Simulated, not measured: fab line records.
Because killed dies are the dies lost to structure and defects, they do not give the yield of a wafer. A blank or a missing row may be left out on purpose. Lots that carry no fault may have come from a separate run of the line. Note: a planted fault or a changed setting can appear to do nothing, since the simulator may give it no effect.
Matching of chambers -- flow nand-harc -- NHARC_A_STAIRCASE_DEP_151 on pecvd-03 has 3 sister chambers
The step deposits SiO2, target thk 7200 nm. 30 wafers are shown with their chamber, then 12 later ones without.

## WAFERS, EACH WITH ITS CHAMBER
wafer,chamber,heater-power-w (W)
L075.2,1,828
L075.5,1,811
L075.6,2,589
L075.1,2,752
L075.3,0,681
L075.4,0,566
L074.2,0,589
L074.3,1,879
L074.4,1,793
L074.1,2,659
L074.5,0,542
L074.6,2,596
L078.1,0,566
L078.4,1,795
L078.5,2,604
L077.1,0,603
L077.4,1,785
L077.5,2,605
L077.2,1,946
L077.3,2,711
L077.6,0,556
L082.1,0,687
L082.5,0,566
L082.6,2,621
L085.3,2,695
L085.5,0,556
L085.6,1,795
L087.2,2,739
L087.5,2,602
L087.6,1,772

SIGNATURES (means of the wafers above)
reading,chamber 0,chamber 1,chamber 2,scatter within a chamber
heater-power-w,591.20,822.67,652.09,56.8
Rule: for each reading, subtract the chamber's mean from the wafer's reading, divide by that reading's scatter and square the result; add these up over the readings and take the root, which gives the wafer's distance from the chamber. The wafer belongs to the nearest chamber; if the next one is less than 2 further off, it can't be placed. The scatter: the root of (the sum of the squares of (reading less its chamber's mean) over the shown wafers, divided by (wafers less chambers)).

## WAFERS WITH NO CHAMBER GIVEN
wafer,heater-power-w (W)
L093.1,853
L093.2,616
L093.4,589
L095.1,621
L095.3,860
L095.6,592
L095.2,753
L095.4,599
L095.5,743
L097.2,642
L097.4,594
L097.6,744

## CHAMBER TAKEN BY EACH
wafer,from the rows above,in truth
L093.1,1,1
L093.2,can't be placed: 0 or 2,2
L093.4,can't be placed: 0 or 2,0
L095.1,can't be placed: 0 or 2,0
L095.3,1,1
L095.6,can't be placed: 0 or 2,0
L095.2,can't be placed: 1 or 2 or 0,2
L095.4,can't be placed: 0 or 2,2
L095.5,can't be placed: 1 or 2 or 0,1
L097.2,can't be placed: 2 or 0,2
L097.4,can't be placed: 0 or 2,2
L097.6,can't be placed: 1 or 2 or 0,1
Placed correctly: 2 of 12. Not placeable from these rows: 10 (in 10, the candidates include the true chamber). Placed wrongly: 0.
